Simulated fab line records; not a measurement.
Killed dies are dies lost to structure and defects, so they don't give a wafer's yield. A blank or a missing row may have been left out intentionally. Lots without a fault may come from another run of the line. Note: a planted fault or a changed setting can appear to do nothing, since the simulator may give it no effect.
A lot that was struck, set against a sound lot + flow n5Finfet + 27 out of 1938 route steps
Sound: the wafers L764.3, L764.5, L764.6. Struck: wafers L774.1, L774.4. (L774.3 of the same lot was not struck and is left out.) The cause comes at the end.
For every step that has rows: the tool of each side, followed by ch and its chambers, followed by its first start. Under that, the readings that differ: sound wafers + struck wafers + difference of the means + sigmas: that difference in standard deviations of wafers without a fault.
alike: readings with means less than 2 such deviations apart, plus words and numbers identical on both sides. not compared: withheld readings, readings lacking a value on some wafer, bounds such as >300 that could conceal the same value, and numbers that have no deviation in the record and whose values overlap.
A row with sigmas, a row that says differs or no value, or rows on one side alone: a step with any of these is where the two part. Non-overlapping numbers with no deviation appear without sigmas and do not part them. Lack of a reading on every wafer of one side parts them only where that side has two or more wafers.

first, 1 step without rows for these wafers: N5_MIM_BOT_LITHO_HARDBAKE_09 (time 120 s).
N5_MIM_BOT_LITHO_CD_MEAS_08: target cd 3000 nm.
  sound on cdSem-03 ch 0, day 11 22:50; struck on cdSem-03 ch 0, day 14 16:15
  alike: cdNm
N5_MIM_BOT_LITHO_OVL_MEAS_11:
  sound on overlay-01 ch 0, day 11 22:53; struck on overlay-01 ch 0, day 14 16:17
  alike: MIM_BOT_OVL
N5_MIM_BOT_LITHO_INSPECT_12: inspects for defects (macro).
  struck on defectInspect-02, day 14 16:19; sound on defectInspect-01, day 11 22:54
  alike: rawDefectCount
N5_MIM_BOT_LITHO_DESCUM_10: chemistry O2, time 7.9 s.
  sound on rieDiel-05 ch 0,2, day 11 22:56; struck on rieDiel-05 ch 0,2, day 14 16:20
  alike: drypumpMotorCurrentA, oesProductAu, rfVppV, showerheadPlenumPTorr, throttleValvePct
  not compared: rfHoursCounterH
N5_MIM_BOT_ETCH_ETCH_04: etches SiNx in CF4/O2, target depth 26 nm, time 13 s.
  sound on rieDiel-05 ch 0,2, day 11 23:00; struck on rieDiel-05 ch 0,2, day 14 16:25
  alike: drypumpMotorCurrentA, oesProductAu, rfVppV, showerheadPlenumPTorr, throttleValvePct
  not compared: rfHoursCounterH
N5_MIM_BOT_ETCH_ETCH_03: etches the open film in Cl2/BCl3, target depth 12 nm.
  sound on rieMetal-01 ch 0,1, day 11 23:07; struck on rieMetal-03 ch 0,1, day 14 16:30
  alike: drypumpMotorCurrentA, oesProductAu, throttleValvePct
  not compared: rfHoursCounterH
then, 1 step without rows for these wafers: N5_MIM_BOT_ETCH_ETCH_00 (etches TiN in Cl2/BCl3, target depth 45.5 nm).
N5_MIM_BOT_ETCH_STRIP_01: strips in O2.
  sound on rieDiel-05 ch 0,2, day 11 23:19; struck on rieDiel-06 ch 0,2, day 14 16:47
  alike: drypumpMotorCurrentA, oesProductAu, rfVppV, showerheadPlenumPTorr, throttleValvePct
  not compared: rfHoursCounterH
then, 3 steps without rows for these wafers: N5_MIM_BOT_ETCH_STRIP_02 (strips in post etch residue remover, time 1200 s); N5_MIM_BOT_ETCH_CLEAN_05 (cleans in IPA, time 180 s); N5_MIM_BOT_ETCH_SRD_06 (time 30 s).
N5_PASSIVATION_PECVD_55: deposits SiO2 from SiH4/N2O, target thk 400 nm, time 22.5 s.
  sound on pecvd-01 ch 0,1, day 11 23:50; struck on pecvd-03 ch 1, day 14 17:17
| reading                      | sound          | struck    | difference | sigmas |
|------------------------------|----------------|-----------|------------|--------|
| showerheadPlenumPTorr (Torr) | 8.10 8.13 8.11 | 8.41 8.38 | +0.28      | +3     |
  alike: heaterPowerW, throttleValvePct
then, 9 steps without rows for these wafers: N5_PASSIVATION_PECVD_01 (deposits SiNx from SiH4/NH3/N2, target thk 200 nm, time 43.2 s); N5_PASSIVATION_HMDS_03 (time 60 s); N5_PASSIVATION_COAT_04; N5_PASSIVATION_EBR_06; N5_PASSIVATION_SOFTBAKE_05 (time 90 s); N5_PASSIVATION_EXPOSE_07 (exposes mask TV, defocus 0 nm, target cd 3000 nm); N5_PASSIVATION_PEB_08; N5_PASSIVATION_DEVELOP_09 (develop time 60 s); N5_PASSIVATION_HARDBAKE_11 (time 120 s).
N5_PASSIVATION_CD_MEAS_10: target cd 3000 nm.
  sound on cdSem-02 ch 0, day 12 01:23; struck on cdSem-02 ch 0, day 14 17:50
  alike: cdNm
N5_PASSIVATION_OVL_MEAS_60:
  sound on overlay-02 ch 0, day 12 01:25; struck on overlay-01 ch 0, day 14 17:52
  alike: TV_OVL
N5_PASSIVATION_INSPECT_61: inspects for defects (macro).
  struck on defectInspect-02, day 14 18:08; sound on defectInspect-02, day 12 01:26
| reading        | sound | struck  | difference | sigmas      |
|----------------|-------|---------|------------|-------------|
| rawDefectCount | 2 3 1 | 227 240 | +232       | +99 or more |
N5_PASSIVATION_DESCUM_12: chemistry O2, time 7.9 s.
  sound on rieDiel-01 ch 1,2,3, day 12 01:33; struck on rieDiel-03 ch 0,1, day 14 18:10
  alike: drypumpMotorCurrentA, oesProductAu, rfVppV, showerheadPlenumPTorr, throttleValvePct
  not compared: rfHoursCounterH
N5_PASSIVATION_PROBE_49:
  struck on prober-01, day 15 03:46; sound on prober-02, day 12 08:25
| reading                 | sound          | struck    | difference | sigmas |
|-------------------------|----------------|-----------|------------|--------|
| defectLimitedYield (%)  | 91.8 91.4 89.9 | 85.9 84.2 | -6.0       | -5     |
| killed_at_M0_to_M3      | 43 60 53       | 31 29     | -22        | -2     |
| killedAtOther           | 6 2 2          | 95 103    | +96        | +31    |
| killedDies              | 97 102 119     | 166 186   | +70        | +5     |
| sort_bin_5_function (%) | 4.7 5.8 5.0    | 8.9 10.5  | +4.5       | +6     |
| sortNPass               | 1083 1078 1061 | 1014 994  | -70        | -5     |
| sortYieldPct (%)        | 91.8 91.4 89.9 | 85.9 84.2 | -6.0       | -5     |
  alike: killed_at_M4_up, killedAtContacts, killedAtFrontEnd, killedOpen, killedShort, sort_bin_6_memory

## WHERE THEY PART
First at N5_PASSIVATION_PECVD_55; last, within this record, at N5_PASSIVATION_PROBE_49.

WHY: what had been put in by the simulator
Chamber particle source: pecvd-03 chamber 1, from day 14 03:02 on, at N5_PASSIVATION_PECVD_55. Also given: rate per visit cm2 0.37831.
